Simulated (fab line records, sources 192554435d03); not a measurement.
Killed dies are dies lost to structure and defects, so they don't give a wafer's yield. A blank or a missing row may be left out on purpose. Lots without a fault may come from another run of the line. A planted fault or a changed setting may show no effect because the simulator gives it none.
fab line records | flow n5_finfet | part 1 of 2: steps 1 to 28 of 41
record lots=5 wafers=15 last_day=18
route steps=1938 shown ZERO_LAYER@3 WELL_APT@20
lots that met no fault: from a run of the same line without faults
start_h: hours from the record's first day to the start of the lot's first wafer shown | wait_h: hours since the lot's step before | " the same as in the row above | L1.1+2: a row that stands for several wafers | - no value, or no start given | * or withheld: withheld | < > ~ a bound
route shown NAME@n: a module of which the file shows steps, and the number in the route of the first | usual: mean/standard deviation of fault-free wafers | same: alike in all rows | chamber/n: place in a boat | sites: the reading at each site | _std_site: their standard deviation | _edge_site: outer sites' mean less inner sites' | radius_mm: how far each site lies from the wafer's centre | mask NAME#n: copy n | behind: the tool/chamber that last shaped the wafer | hold: why the lot was held/for how many hours/how that ended | device: the transistor (n, p or np) that didn't switch | end of line: the same wafers' tests at the end of the route | a step without rows: its recipe alone | killed: dies lost to structure and defects at the first sort, not the wafer's yield | map: a wafer's dies, x killed, . not, _ none there
set.NAME: the setting as run; set.NAME@STEP: as run at that earlier step | model.NAME: the simulator's own value behind a step, which no gauge read
lots at some steps of the route; a table a step, a row a wafer
services: from which hour (start_h, from the record's first day; less than 0 if before it) a tool's chamber was out of use, for how many hours, and why
## steps
# step N5_ZERO_LAYER_SRD_01
# recipe time_s=30 temp_c=23 rinse_liquid=diw dry=n2_spin spin_rpm=1500 dry_time_s=30
# columns lot.wafer tool chamber start_h wait_h
L076.2+3+5 wet_bench-04 3,4,0 24.23 0.0
L085.1+4+5 wet_bench-06 6,4,1 78.23 0.0
L095.1+3+5 wet_bench-03 3,1,0 138.23 0.0
L096.4+5+6 wet_bench-06 7,1,0 144.23 0.0
L097.3+4+6 wet_bench-06 4,6,0 150.40 0.0
# step N5_ZERO_LAYER_PECVD_02
# recipe material=SiO2 target_thk_a=100 temp_c=400 precursor=SiH4/N2O pressure_torr=0.75 rf_w=275 time_s=6
# usual heater_power_w=804/65 rf_fwd_power_W=272.8/1.2 showerhead_plenum_p_Torr=8.03/0.16
# columns lot.wafer tool chamber start_h wait_h heater_power_w rf_fwd_power_W showerhead_plenum_p_Torr since_wet_clean_h
L076.2 pecvd-02 1 24.29 0.0 942 274.5 8.18 1634
L076.3 " 2 " " 883 273.2 8.14 155
L076.5 " 1 " " 970 273.3 8.18 -
L085.1 pecvd-02 1 78.28 0.0 846 273.9 8.20 1688
L085.4 " 0 " " 795 272.7 8.02 -
L085.5 " 1 " " 856 273.2 8.20 -
L095.1 pecvd-02 2 138.28 0.0 738 273.6 8.14 269
L095.3 " 0 " " 733 271.3 8.04 1023
L095.5 " 2 " " 758 273.7 8.13 -
L096.4 pecvd-01 1 144.31 0.1 805 271.6 7.94 -
L096.5 " 2 " " 808 272.5 8.00 -
L096.6 " 0 " " 764 274.0 7.76 -
L097.3 pecvd-01 2 150.47 0.0 792 273.5 8.03 463
L097.4 " 2 " " 802 274.5 8.01 -
L097.6 " 0 " " 803 270.6 7.74 -
# step N5_ZERO_LAYER_HMDS_04
# recipe time_s=60 temp_c=120
# columns lot.wafer tool chamber start_h wait_h
L076.2+3+5 litho_track-02 0 24.36 0.1
L085.1+4+5 litho_track-01 0 78.36 0.1
L095.1+3+5 litho_track-03 0 138.36 0.1
L096.4+5+6 litho_track-02 0 144.36 0.0
L097.3+4+6 litho_track-01 0 150.55 0.1
# step N5_ZERO_LAYER_COAT_05
# recipe spin_rpm=1500 resist_thk_nm=1000
# columns lot.wafer tool chamber start_h wait_h
L076.2+3+5 litho_track-02 0 - -
L085.1+4+5 litho_track-01 0 - -
L095.1+3+5 litho_track-03 0 - -
L096.4+5+6 litho_track-02 0 - -
L097.3+4+6 litho_track-01 0 - -
# step N5_ZERO_LAYER_EBR_07
# recipe solvent=PGMEA ebr_width_mm=1.5
# columns lot.wafer tool chamber start_h wait_h
L076.2+3+5 litho_track-02 0 - -
L085.1+4+5 litho_track-01 0 - -
L095.1+3+5 litho_track-03 0 - -
L096.4+5+6 litho_track-02 0 - -
L097.3+4+6 litho_track-01 0 - -
# step N5_ZERO_LAYER_SOFTBAKE_06
# recipe temp_c=100 time_s=90
# columns lot.wafer tool chamber start_h wait_h
L076.2+3+5 litho_track-02 0 - -
L085.1+4+5 litho_track-01 0 - -
L095.1+3+5 litho_track-03 0 - -
L096.4+5+6 litho_track-02 0 - -
L097.3+4+6 litho_track-01 0 - -
# step N5_ZERO_LAYER_EXPOSE_08
# recipe mask_id=ZERO na=0.55 source_shape=conventional sigma_outer=0.8 polarization=unpolarized defocus_nm=0 target_cd_nm=2000 dose_mj=16.2
# same sigma_outer=0.8
# columns lot.wafer tool chamber start_h wait_h mask
L076.2+3+5 krf_scanner-01 0 24.48 - ZERO#0
L085.1+4+5 krf_scanner-01 0 78.59 - ZERO#0
L095.1+3+5 krf_scanner-01 0 138.46 - ZERO#0
L096.4+5+6 krf_scanner-01 0 144.48 - ZERO#0
L097.3+4+6 krf_scanner-02 0 150.79 - ZERO#0
# step N5_ZERO_LAYER_PEB_09
# recipe peb_temp_c=withheld peb_time_s=*
# columns lot.wafer tool chamber start_h wait_h
L076.2+3+5 litho_track-03 0 24.53 0.0
L085.1+4+5 litho_track-03 0 78.65 0.1
L095.1+3+5 litho_track-01 0 138.52 0.1
L096.4+5+6 litho_track-02 0 144.52 0.0
L097.3+4+6 litho_track-02 0 150.84 0.0
# step N5_ZERO_LAYER_DEVELOP_10
# recipe develop_time_s=60 rinse_liquid=diw dry=air_spin dev_temp_c=21
# columns lot.wafer tool chamber start_h wait_h
L076.2+3+5 litho_track-03 0 - -
L085.1+4+5 litho_track-03 0 - -
L095.1+3+5 litho_track-01 0 - -
L096.4+5+6 litho_track-02 0 - -
L097.3+4+6 litho_track-02 0 - -
# step N5_ZERO_LAYER_HARDBAKE_23
# recipe temp_c=130 time_s=120
# columns lot.wafer tool chamber start_h wait_h
L076.2+3+5 litho_track-03 0 - -
L085.1+4+5 litho_track-03 0 - -
L095.1+3+5 litho_track-01 0 - -
L096.4+5+6 litho_track-02 0 - -
L097.3+4+6 litho_track-02 0 - -
# step N5_ZERO_LAYER_CD_MEAS_11
# recipe target_cd_nm=2000 landing_energy_ev=500 detector=se_inlens
# usual cd_nm=2000.0/1.6
# columns lot.wafer tool chamber start_h wait_h cd_nm
L076.2 cd_sem-02 0 24.65 - 2000.8
L076.3 " 0 " " 2001.7
L076.5 " 0 " " 2003.2
L085.1 cd_sem-02 0 78.77 - 2000.0
L085.4 " 0 " " 1998.9
L085.5 " 0 " " 1999.2
L095.1 cd_sem-01 0 138.64 - 1997.6
L095.3 " 0 " " 1998.8
L095.5 " 0 " " 1997.8
L096.4 cd_sem-02 0 144.65 - 1998.0
L096.5 " 0 " " 1997.3
L096.6 " 0 " " 2000.2
L097.3 cd_sem-03 0 150.96 - 2001.7
L097.4 " 0 " " 2000.5
L097.6 " 0 " " 2000.0
# step N5_ZERO_LAYER_DESCUM_16
# recipe chemistry=O2 time_s=7.9 source_power_w=50 bias_power_w=20 pressure_mtorr=20 rf_frequency_hz=2.712e+07 temp_c=40 o2_flow_sccm=225
# usual bias_power_w=20.01/0.068 chamber_pressure_mTorr=20.002/0.019 drypump_motor_current_A=5.5/0.42 oes_product_au=0.79/0.073 rf_fwd_power_W=49.36/0.21 rf_vpp_V=243.5/1.1 showerhead_plenum_p_Torr=2.11/0.061 throttle_valve_pct=20.39/0.14
# columns lot.wafer tool chamber start_h wait_h bias_power_w chamber_pressure_mTorr drypump_motor_current_A oes_product_au rf_fwd_power_W rf_hours_counter_h rf_vpp_V showerhead_plenum_p_Torr throttle_valve_pct
L076.2 rie_diel-03 3 24.69 0.0 19.99 19.974 6.2 0.90 49.45 21 241.4 2.04 20.26
L076.3 " 0 " " 20.01 20.020 5.6 0.79 49.35 128 243.2 2.10 20.19
L076.5 " 0 " " 20.02 20.037 5.6 0.80 49.59 - 243.9 2.10 20.20
L085.1 rie_diel-05 0 78.80 0.0 19.95 19.982 4.8 0.72 49.54 191 244.1 2.17 20.53
L085.4 " 3 " " 20.05 19.997 5.8 0.77 49.47 113 241.8 2.11 20.45
L085.5 " 3 " " 20.05 20.003 5.8 0.78 49.57 - 243.5 2.11 20.45
L095.1 rie_diel-04 0 138.68 0.0 19.84 20.007 5.6 0.76 49.12 157 243.4 2.09 20.45
L095.3 " 1 " " 19.88 19.998 4.9 0.88 49.42 43 246.4 2.22 20.42
L095.5 " 0 " " 19.87 19.996 5.7 0.76 49.20 - 242.3 2.09 20.44
L096.4 rie_diel-03 1 144.68 0.0 19.93 20.005 5.2 0.72 49.22 196 244.8 2.16 20.52
L096.5 " 2 " " 20.10 19.982 5.4 0.96 49.59 - 241.6 2.06 20.32
L096.6 " 3 " " 19.88 19.965 6.2 0.83 49.40 - 241.5 2.03 20.33
L097.3 rie_diel-05 1 150.99 0.0 19.90 20.003 5.8 0.75 49.17 159 241.4 2.01 20.24
L097.4 " 2 " " 19.91 19.984 6.1 0.78 49.21 132 242.5 2.10 20.34
L097.6 " 1 " " 19.87 20.006 5.8 0.74 49.43 - 242.0 2.01 20.25
# step N5_ZERO_LAYER_ETCH_17
# recipe chemistry=CF4 target=SiO2 target_depth_a=120 time_s=13.3 ion_energy_ev=350 pressure_mtorr=40 source_w=450 bias_w=215 Ar_flow_sccm=100 cf4_flow_sccm=100
# usual chamber_pressure_mTorr=40.00/0.038 drypump_motor_current_A=5.5/0.42 oes_product_au=0.79/0.075 rf_fwd_power_W=446.0/1.8 rf_vpp_V=950/3.8 showerhead_plenum_p_Torr=2.16/0.06 throttle_valve_pct=15.63/0.14
# columns lot.wafer tool chamber start_h wait_h chamber_pressure_mTorr drypump_motor_current_A oes_product_au rf_fwd_power_W rf_hours_counter_h rf_vpp_V showerhead_plenum_p_Torr throttle_valve_pct
L076.2 rie_diel-03 3 24.72 0.0 39.98 6.2 0.89 445.6 21 946 2.10 15.47
L076.3 " 0 " " 40.01 5.6 0.80 448.3 128 949 2.15 15.47
L076.5 " 0 " " 40.03 5.6 0.80 445.4 - 951 2.15 15.46
L085.1 rie_diel-05 0 78.84 0.0 40.01 4.8 0.72 446.0 191 953 2.21 15.72
L085.4 " 3 " " 40.02 5.8 0.77 445.6 113 948 2.15 15.60
L085.5 " 3 " " 40.04 5.8 0.77 447.3 - 950 2.15 15.60
L095.1 rie_diel-04 0 138.71 0.0 39.97 5.6 0.76 445.1 157 948 2.14 15.64
L095.3 " 1 " " 40.00 4.8 0.90 449.5 43 957 2.27 15.62
L095.5 " 0 " " 39.98 5.6 0.76 444.7 - 948 2.14 15.63
L096.4 rie_diel-03 1 144.71 0.0 39.96 5.3 0.72 444.2 196 951 2.21 15.78
L096.5 " 2 " " 40.06 5.4 0.97 448.8 - 946 2.11 15.49
L096.6 " 3 " " 40.02 6.2 0.83 447.7 - 947 2.08 15.52
L097.3 rie_diel-05 1 151.03 0.0 39.99 5.8 0.74 445.8 159 944 2.06 15.53
L097.4 " 2 " " 40.01 6.1 0.77 442.5 132 950 2.15 15.59
L097.6 " 1 " " 39.99 5.8 0.74 446.5 - 942 2.06 15.50
# step N5_ZERO_LAYER_ETCH_18
# recipe chemistry=HBr/Cl2 target=Si target_depth_a=1200 time_s=40 pressure_mtorr=10 icp_w=800 bias_w=75 HBr_flow_sccm=150 Cl2_flow_sccm=80
# usual chamber_pressure_mTorr=10.000/0.0088 drypump_motor_current_A=5.9/0.46 he_backside_leak_sccm=2.8/0.3 mfc_cl2_sccm=80.01/0.22 oes_product_au=1.006/0.013 rf_fwd_power_W=795.4/2.8 throttle_valve_pct=36.3/0.34
# columns lot.wafer tool chamber start_h wait_h chamber_pressure_mTorr drypump_motor_current_A he_backside_leak_sccm mfc_cl2_sccm oes_product_au rf_fwd_power_W rf_hours_counter_h throttle_valve_pct
L076.2 rie_si-06 0 24.79 0.0 9.995 5.9 2.9 80.08 0.984 792.0 143 36.9
L076.3 " 3 " " 9.991 6.0 2.5 80.49 1.012 791.4 18 36.2
L076.5 " 1 " " 9.999 5.9 3.0 79.94 1.030 800.9 - 36.0
L085.1 rie_si-05 2 78.91 0.0 10.007 6.0 2.5 79.63 0.983 795.5 71 36.6
L085.4 " 1 " " 9.999 6.6 2.8 80.00 0.991 799.4 9 36.1
L085.5 " 0 " " 10.002 5.7 2.9 79.86 1.003 793.1 - 36.2
L095.1 rie_si-05 2 138.79 0.0 10.007 6.0 2.5 79.99 0.991 795.6 72 36.5
L095.3 " 0 " " 10.011 5.7 3.0 79.82 0.995 788.7 192 36.3
L095.5 " 1 " " 9.996 6.5 2.8 80.00 1.001 797.0 - 36.1
L096.4 rie_si-06 3 144.79 0.0 9.998 6.0 2.7 79.90 1.018 787.1 21 36.2
L096.5 " 1 " " 10.002 5.9 3.3 80.16 1.014 795.5 - 36.0
L096.6 " 0 " " 10.000 5.8 2.8 80.14 0.981 794.1 - 36.9
L097.3 rie_si-04 0 151.10 0.0 10.002 5.9 2.9 79.79 1.014 796.3 41 35.8
L097.4 " 1 " " 10.004 5.1 5.4 79.76 1.002 793.2 32 36.6
L097.6 " 0 " " 9.995 5.9 3.0 79.85 1.023 794.0 - 35.8
# step N5_ZERO_LAYER_STRIP_24
# recipe chemistry=O2 power_w=1000 temp_c=250 overash_fraction=0.3 pressure_mtorr=1000 o2_flow_sccm=6750
# usual chamber_pressure_mTorr=999.9/0.87 drypump_motor_current_A=5.5/0.36 heater_power_w=337/19 oes_product_au=0.647/0.0046 strip_time_to_endpoint_s=43.85/0.1
# columns lot.wafer tool chamber start_h wait_h chamber_pressure_mTorr drypump_motor_current_A heater_power_w oes_product_au rf_hours_counter_h strip_time_to_endpoint_s
L076.2 plasma_asher-02 1 24.90 0.1 999.9 5.1 348 0.646 82 43.83
L076.3 " 0 " " 999.4 5.5 319 0.651 - 43.75
L076.5 " 1 " " 1000.3 5.1 348 0.646 - 43.80
L085.1 plasma_asher-01 1 79.02 0.1 999.8 6.1 330 0.652 38 43.85
L085.4 " 1 " " 1000.5 6.2 320 0.639 - 43.76
L085.5 " 1 " " 1000.2 6.1 327 0.645 - 43.78
L095.1 plasma_asher-02 1 138.89 0.1 1000.7 5.1 351 0.642 105 43.85
L095.3 " 1 " " 1001.5 5.1 345 0.637 - 43.85
L095.5 " 0 " " 1000.4 5.4 313 0.644 - 43.79
L096.4 plasma_asher-02 0 144.91 0.1 999.6 5.5 315 0.646 - 43.94
L096.5 " 0 " " 1001.4 5.4 316 0.642 - 43.87
L096.6 " 1 " " 1001.3 5.1 347 0.641 - 43.94
L097.3 plasma_asher-02 0 151.23 0.1 1000.9 5.4 312 0.639 - 43.88
L097.4 " 1 " " 1000.6 5.1 343 0.649 - 43.99
L097.6 " 0 " " 999.0 5.4 319 0.640 - 44.00
# step N5_ZERO_LAYER_STRIP_19
# recipe chemistry=SPM time_s=900 temp_c=130 h2so4_h2o2_vol_ratio=4 dry=ipa_marangoni
# columns lot.wafer tool chamber start_h wait_h
L076.2+3+5 wet_bench-03 6,2,4 24.99 0.1
L085.1+4+5 wet_bench-04 4,0,2 79.10 0.1
L095.1+3+5 wet_bench-03 3,2,1 138.98 0.1
L096.4+5+6 wet_bench-03 3,1,6 144.98 0.0
L097.3+4+6 wet_bench-03 7,6,0 151.29 0.0
# step N5_ZERO_LAYER_INSPECT_20
# recipe inspect_instrument=darkfield mode=post_clean
# usual raw_defect_count=38/18
# columns lot.wafer tool chamber start_h wait_h raw_defect_count
L076.2 defect_inspect-02 - 25.26 0.0 15
L076.3 " - " " 53
L076.5 " - " " 37
L085.1 defect_inspect-02 - 79.42 0.0 33
L085.4 " - " " 11
L085.5 " - " " 36
L095.1 defect_inspect-02 - 139.25 0.0 18
L095.3 " - " " 17
L095.5 " - " " 30
L096.4 defect_inspect-02 - 145.25 0.0 110
L096.5 " - " " 38
L096.6 " - " " 50
L097.3 defect_inspect-01 - 151.57 0.0 19
L097.4 " - " " 23
L097.6 " - " " 35
# step N5_WELL_APT_HMDS_01
# recipe time_s=60 temp_c=120
# columns lot.wafer tool chamber start_h wait_h
L076.2+3+5 litho_track-05 0 25.29 0.0
L085.1+4+5 litho_track-02 0 79.46 0.0
L095.1+3+5 litho_track-05 0 139.28 0.0
L096.4+5+6 litho_track-05 0 145.29 0.0
L097.3+4+6 litho_track-02 0 151.60 0.0
# step N5_WELL_APT_COAT_02
# recipe spin_rpm=1357 resist_thk_nm=950
# columns lot.wafer tool chamber start_h wait_h
L076.2+3+5 litho_track-05 0 - -
L085.1+4+5 litho_track-02 0 - -
L095.1+3+5 litho_track-05 0 - -
L096.4+5+6 litho_track-05 0 - -
L097.3+4+6 litho_track-02 0 - -
# step N5_WELL_APT_EBR_04
# recipe solvent=PGMEA ebr_width_mm=1.5
# columns lot.wafer tool chamber start_h wait_h
L076.2+3+5 litho_track-05 0 - -
L085.1+4+5 litho_track-02 0 - -
L095.1+3+5 litho_track-05 0 - -
L096.4+5+6 litho_track-05 0 - -
L097.3+4+6 litho_track-02 0 - -
# step N5_WELL_APT_SOFTBAKE_03
# recipe temp_c=130 time_s=60
# columns lot.wafer tool chamber start_h wait_h
L076.2+3+5 litho_track-05 0 - -
L085.1+4+5 litho_track-02 0 - -
L095.1+3+5 litho_track-05 0 - -
L096.4+5+6 litho_track-05 0 - -
L097.3+4+6 litho_track-02 0 - -
# step N5_WELL_APT_EXPOSE_05
# recipe mask_id=NWELL na=0.8 source_shape=conventional sigma_outer=0.8 polarization=unpolarized defocus_nm=0 target_cd_nm=200 dose_mj=20.3
# same sigma_outer=0.8
# columns lot.wafer tool chamber start_h wait_h mask
L076.2+3+5 krf_scanner-02 0 25.52 - NWELL#0
L085.1+4+5 krf_scanner-01 0 79.68 - NWELL#0
L095.1+3+5 krf_scanner-01 0 139.39 - NWELL#0
L096.4+5+6 krf_scanner-02 0 145.58 - NWELL#0
L097.3+4+6 krf_scanner-02 0 151.71 - NWELL#0
# step N5_WELL_APT_PEB_06
# recipe peb_temp_c=130 peb_time_s=90
# columns lot.wafer tool chamber start_h wait_h
L076.2+3+5 litho_track-04 0 25.57 0.0
L085.1+4+5 litho_track-04 0 79.74 0.1
L095.1+3+5 litho_track-02 0 139.44 0.1
L096.4+5+6 litho_track-04 0 145.62 0.0
L097.3+4+6 litho_track-04 0 151.76 0.0
# step N5_WELL_APT_DEVELOP_07
# recipe develop_time_s=45 rinse_liquid=surfactant_rinse dry=air_spin dev_temp_c=21
# columns lot.wafer tool chamber start_h wait_h
L076.2+3+5 litho_track-04 0 - -
L085.1+4+5 litho_track-04 0 - -
L095.1+3+5 litho_track-02 0 - -
L096.4+5+6 litho_track-04 0 - -
L097.3+4+6 litho_track-04 0 - -
# step N5_WELL_APT_HARDBAKE_12
# recipe temp_c=130 time_s=120
# columns lot.wafer tool chamber start_h wait_h
L076.2+3+5 litho_track-04 0 - -
L085.1+4+5 litho_track-04 0 - -
L095.1+3+5 litho_track-02 0 - -
L096.4+5+6 litho_track-04 0 - -
L097.3+4+6 litho_track-04 0 - -
# step N5_WELL_APT_CD_MEAS_08
# recipe target_cd_nm=200 landing_energy_ev=500 detector=se_inlens
# usual cd_nm=200.1/1.4
# columns lot.wafer tool chamber start_h wait_h cd_nm
L076.2 cd_sem-01 0 25.69 - 200.6
L076.3 " 0 " " 199.7
L076.5 " 0 " " 197.3
L085.1 cd_sem-01 0 79.85 - 201.8
L085.4 " 0 " " 201.5
L085.5 " 0 " " 201.7
L095.1 cd_sem-03 0 139.56 - 200.3
L095.3 " 0 " " 200.5
L095.5 " 0 " " 199.6
L096.4 cd_sem-02 0 145.74 - 199.7
L096.5 " 0 " " 201.1
L096.6 " 0 " " 199.9
L097.3 cd_sem-01 0 151.88 - 201.1
L097.4 " 0 " " 201.4
L097.6 " 0 " " 199.3
# step N5_WELL_APT_OVL_MEAS_09
# recipe points_per_wafer=44
# usual NWELL_OVL=-1/5.4
# columns lot.wafer tool chamber start_h wait_h NWELL_OVL[nm]
L076.2 overlay-02 0 25.72 0.0 2
L076.3 " 0 " " 2
L076.5 " 0 " " 0
L085.1 overlay-02 0 79.88 0.0 -6
L085.4 " 0 " " -4
L085.5 " 0 " " -5
L095.1 overlay-02 0 139.59 0.0 6
L095.3 " 0 " " 8
L095.5 " 0 " " 5
L096.4 overlay-02 0 145.77 0.0 -8
L096.5 " 0 " " -3
L096.6 " 0 " " 2
L097.3 overlay-02 0 151.90 0.0 -1
L097.4 " 0 " " 2
L097.6 " 0 " " 3
# step N5_WELL_APT_INSPECT_10
# recipe mode=adi inspect_instrument=macro
# usual raw_defect_count=2.2/1.6
# columns lot.wafer tool chamber start_h wait_h raw_defect_count
L076.2 defect_inspect-02 - 25.74 0.0 5
L076.3 " - " " 2
L076.5 " - " " 0
L085.1 defect_inspect-01 - 79.91 0.0 4
L085.4 " - " " 2
L085.5 " - " " 1
L095.1 defect_inspect-01 - 139.61 0.0 0
L095.3 " - " " 3
L095.5 " - " " 0
L096.4 defect_inspect-02 - 145.79 0.0 1
L096.5 " - " " 1
L096.6 " - " " 0
L097.3 defect_inspect-01 - 151.93 0.0 2
L097.4 " - " " 3
L097.6 " - " " 1
